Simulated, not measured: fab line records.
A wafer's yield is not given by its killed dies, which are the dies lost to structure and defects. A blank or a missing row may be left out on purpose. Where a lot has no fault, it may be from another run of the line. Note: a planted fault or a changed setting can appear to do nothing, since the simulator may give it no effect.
Split-lot experiment / flow n5-finfet / route with 1938 steps; 7 lots, 39 wafers read

== THE SPLIT ==
At N5_BEOL_M4_ILD_DEP_00 (deposits SiOC from DEMS/O2, target thk 79 nm, time 15.3 s), the setting target-thk-a was moved away from the recipe's 790 angstrom on 12 of the 39 wafers read, by -50.6% to +53.7%. This setting was run at the recipe's value on the other wafers.

No step appears in the file between the split and the reading.

== THE READING ==
M4_ILD_THK in nanometres, read at N5_BEOL_M4_THK_MEAS_01. On this fab line, fault-free wafers typically give 79.0 nm with a standard deviation of 1.3 nm.

wafer=L074.1; tool, chamber at the split=pecvd-04, 2,0; target-thk-a as run, angstrom=790; against the recipe=recipe; M4_ILD_THK, nm=78.9; against lot-mates on the recipe=-
wafer=L074.2; tool, chamber at the split=pecvd-04, 1; target-thk-a as run, angstrom=790; against the recipe=recipe; M4_ILD_THK, nm=77.7; against lot-mates on the recipe=-
wafer=L074.3; tool, chamber at the split=pecvd-04, 0; target-thk-a as run, angstrom=790; against the recipe=recipe; M4_ILD_THK, nm=76.7; against lot-mates on the recipe=-
wafer=L074.4; tool, chamber at the split=pecvd-04, 2,0; target-thk-a as run, angstrom=790; against the recipe=recipe; M4_ILD_THK, nm=78.8; against lot-mates on the recipe=-
wafer=L074.5; tool, chamber at the split=pecvd-04, 1; target-thk-a as run, angstrom=790; against the recipe=recipe; M4_ILD_THK, nm=79.4; against lot-mates on the recipe=-
wafer=L074.6; tool, chamber at the split=pecvd-04, 2; target-thk-a as run, angstrom=790; against the recipe=recipe; M4_ILD_THK, nm=80.3; against lot-mates on the recipe=-
wafer=L077.2; tool, chamber at the split=pecvd-04, 0; target-thk-a as run, angstrom=790; against the recipe=recipe; M4_ILD_THK, nm=79.2; against lot-mates on the recipe=-
wafer=L077.4; tool, chamber at the split=pecvd-04, 0; target-thk-a as run, angstrom=790; against the recipe=recipe; M4_ILD_THK, nm=79.4; against lot-mates on the recipe=-
wafer=L077.6; tool, chamber at the split=pecvd-04, 1; target-thk-a as run, angstrom=790; against the recipe=recipe; M4_ILD_THK, nm=80.2; against lot-mates on the recipe=-
wafer=L080.1; tool, chamber at the split=pecvd-02, 2; target-thk-a as run, angstrom=790; against the recipe=recipe; M4_ILD_THK, nm=77.9; against lot-mates on the recipe=-
wafer=L080.2; tool, chamber at the split=pecvd-02, 1; target-thk-a as run, angstrom=458.1; against the recipe=-42.0%; M4_ILD_THK, nm=46.4; against lot-mates on the recipe=-33.2
wafer=L080.3; tool, chamber at the split=pecvd-02, 0; target-thk-a as run, angstrom=458.1; against the recipe=-42.0%; M4_ILD_THK, nm=43.2; against lot-mates on the recipe=-36.4
wafer=L080.4; tool, chamber at the split=pecvd-02, 2; target-thk-a as run, angstrom=790; against the recipe=recipe; M4_ILD_THK, nm=79.9; against lot-mates on the recipe=-
wafer=L080.5; tool, chamber at the split=pecvd-02, 1; target-thk-a as run, angstrom=790; against the recipe=recipe; M4_ILD_THK, nm=81.1; against lot-mates on the recipe=-
wafer=L080.6; tool, chamber at the split=pecvd-02, 0; target-thk-a as run, angstrom=458.1; against the recipe=-42.0%; M4_ILD_THK, nm=44.5; against lot-mates on the recipe=-35.1
wafer=L087.1; tool, chamber at the split=pecvd-04, 0; target-thk-a as run, angstrom=1214; against the recipe=+53.7%; M4_ILD_THK, nm=118.8; against lot-mates on the recipe=+39.9
wafer=L087.2; tool, chamber at the split=pecvd-04, 2; target-thk-a as run, angstrom=1214; against the recipe=+53.7%; M4_ILD_THK, nm=120.3; against lot-mates on the recipe=+41.4
wafer=L087.3; tool, chamber at the split=pecvd-04, 1; target-thk-a as run, angstrom=790; against the recipe=recipe; M4_ILD_THK, nm=79.1; against lot-mates on the recipe=-
wafer=L087.4; tool, chamber at the split=pecvd-04, 2; target-thk-a as run, angstrom=790; against the recipe=recipe; M4_ILD_THK, nm=79.2; against lot-mates on the recipe=-
wafer=L087.5; tool, chamber at the split=pecvd-04, 1; target-thk-a as run, angstrom=1214; against the recipe=+53.7%; M4_ILD_THK, nm=123.3; against lot-mates on the recipe=+44.4
wafer=L087.6; tool, chamber at the split=pecvd-04, 0; target-thk-a as run, angstrom=790; against the recipe=recipe; M4_ILD_THK, nm=78.5; against lot-mates on the recipe=-
wafer=L090.1; tool, chamber at the split=pecvd-03, 0; target-thk-a as run, angstrom=790; against the recipe=recipe; M4_ILD_THK, nm=77.3; against lot-mates on the recipe=-
wafer=L090.2; tool, chamber at the split=pecvd-03, 2; target-thk-a as run, angstrom=790; against the recipe=recipe; M4_ILD_THK, nm=76.6; against lot-mates on the recipe=-
wafer=L090.3; tool, chamber at the split=pecvd-03, 1; target-thk-a as run, angstrom=390; against the recipe=-50.6%; M4_ILD_THK, nm=36.2; against lot-mates on the recipe=-41.0
wafer=L090.4; tool, chamber at the split=pecvd-03, 2; target-thk-a as run, angstrom=390; against the recipe=-50.6%; M4_ILD_THK, nm=37.3; against lot-mates on the recipe=-39.9
wafer=L090.5; tool, chamber at the split=pecvd-03, 0; target-thk-a as run, angstrom=790; against the recipe=recipe; M4_ILD_THK, nm=77.7; against lot-mates on the recipe=-
wafer=L090.6; tool, chamber at the split=pecvd-03, 1; target-thk-a as run, angstrom=390; against the recipe=-50.6%; M4_ILD_THK, nm=37.4; against lot-mates on the recipe=-39.8
wafer=L095.1; tool, chamber at the split=pecvd-02, 1; target-thk-a as run, angstrom=790; against the recipe=recipe; M4_ILD_THK, nm=77.5; against lot-mates on the recipe=-
wafer=L095.2; tool, chamber at the split=pecvd-02, 0; target-thk-a as run, angstrom=790; against the recipe=recipe; M4_ILD_THK, nm=77.2; against lot-mates on the recipe=-
wafer=L095.3; tool, chamber at the split=pecvd-02, 2; target-thk-a as run, angstrom=535.5; against the recipe=-32.2%; M4_ILD_THK, nm=52.7; against lot-mates on the recipe=-25.0
wafer=L095.4; tool, chamber at the split=pecvd-02, 1; target-thk-a as run, angstrom=535.5; against the recipe=-32.2%; M4_ILD_THK, nm=54.5; against lot-mates on the recipe=-23.2
wafer=L095.5; tool, chamber at the split=pecvd-02, 2; target-thk-a as run, angstrom=790; against the recipe=recipe; M4_ILD_THK, nm=78.4; against lot-mates on the recipe=-
wafer=L095.6; tool, chamber at the split=pecvd-02, 0; target-thk-a as run, angstrom=535.5; against the recipe=-32.2%; M4_ILD_THK, nm=51.9; against lot-mates on the recipe=-25.8
wafer=L096.1; tool, chamber at the split=pecvd-04, 2; target-thk-a as run, angstrom=790; against the recipe=recipe; M4_ILD_THK, nm=79.1; against lot-mates on the recipe=-
wafer=L096.2; tool, chamber at the split=pecvd-04, 1; target-thk-a as run, angstrom=790; against the recipe=recipe; M4_ILD_THK, nm=78.8; against lot-mates on the recipe=-
wafer=L096.3; tool, chamber at the split=pecvd-04, 0; target-thk-a as run, angstrom=790; against the recipe=recipe; M4_ILD_THK, nm=78.2; against lot-mates on the recipe=-
wafer=L096.4; tool, chamber at the split=pecvd-04, 0; target-thk-a as run, angstrom=790; against the recipe=recipe; M4_ILD_THK, nm=78.1; against lot-mates on the recipe=-
wafer=L096.5; tool, chamber at the split=pecvd-04, 2; target-thk-a as run, angstrom=790; against the recipe=recipe; M4_ILD_THK, nm=81.2; against lot-mates on the recipe=-
wafer=L096.6; tool, chamber at the split=pecvd-04, 1; target-thk-a as run, angstrom=790; against the recipe=recipe; M4_ILD_THK, nm=80.3; against lot-mates on the recipe=-
Rows listing several chambers each stand for several wafers; the file does not say which wafer went through which chamber.

FIT RESULTS
A straight line over all 39 wafers: M4_ILD_THK changes by +0.803 nm for each +1% of target-thk-a; r = +1.00; the points scatter about the line by 1.3 nm.
The same after taking each lot's own level away (the mean of its wafers on the recipe; 39 wafers): +0.793 nm for each +1%; r = +1.00; scatter 1.2 nm.
Per that fit: largest target-thk-a move, reading shift of 43 nm.
The lots' own levels span 77.20 to 79.63 nm, that is 1.9 times the standard deviation above.
Hence the lot-to-lot level has little effect on the slope; both slopes agree.
Check: +43 nm against its lot-mates is what the line predicts for one of the wafers moved furthest among these (+53.7%) when that wafer is left out of the fit. Against them it came out at +39.9 nm.

== THESE WAFERS: OTHER SPLITS ==
Note: prior to the reading, these wafers also went through further splits. Each is held against what the fit with the lots' levels taken away leaves over:
other split on the same wafers=N5_FIN_SAQP_HM_DEP_72 target-thk-a; wafers away from the commonest value=15; r with M4_ILD_THK (lot level and that fit taken away)=-0.02
other split on the same wafers=N5_SD_EPI_N_DEVELOP_08 develop-time-s; wafers away from the commonest value=15; r with M4_ILD_THK (lot level and that fit taken away)=-0.21
other split on the same wafers=N5_BEOL_M0_SAQP_SPACER1_ALD_98 ald-cycles; wafers away from the commonest value=12; r with M4_ILD_THK (lot level and that fit taken away)=-0.06
other split on the same wafers=N5_BEOL_M2_DEP_57 time-s; wafers away from the commonest value=15; r with M4_ILD_THK (lot level and that fit taken away)=+0.08

== THE WHOLE CHAIN: every reading that the file lists as answering this split, in the file's order ==
step=N5_BEOL_M4_ILD_DEP_00; what it does=deposits SiOC from DEMS/O2, target thk 79 nm, time 15.3 s; reading=SiOC_of_BEOL_M4_ILD_DEP_00.thk-nm (the simulator's own value, which no gauge read); change (the file's fit)=+0.794 nm for each +1% of the setting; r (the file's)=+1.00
step=N5_BEOL_M4_THK_MEAS_01; what it does=; reading=M4_ILD_THK; change (the file's fit)=+0.794 for each +1% of the setting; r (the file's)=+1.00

== THE FILE'S OWN FIT ==
M4_ILD_THK changes by +0.794 nm for each +1% of target-thk-a, r = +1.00.
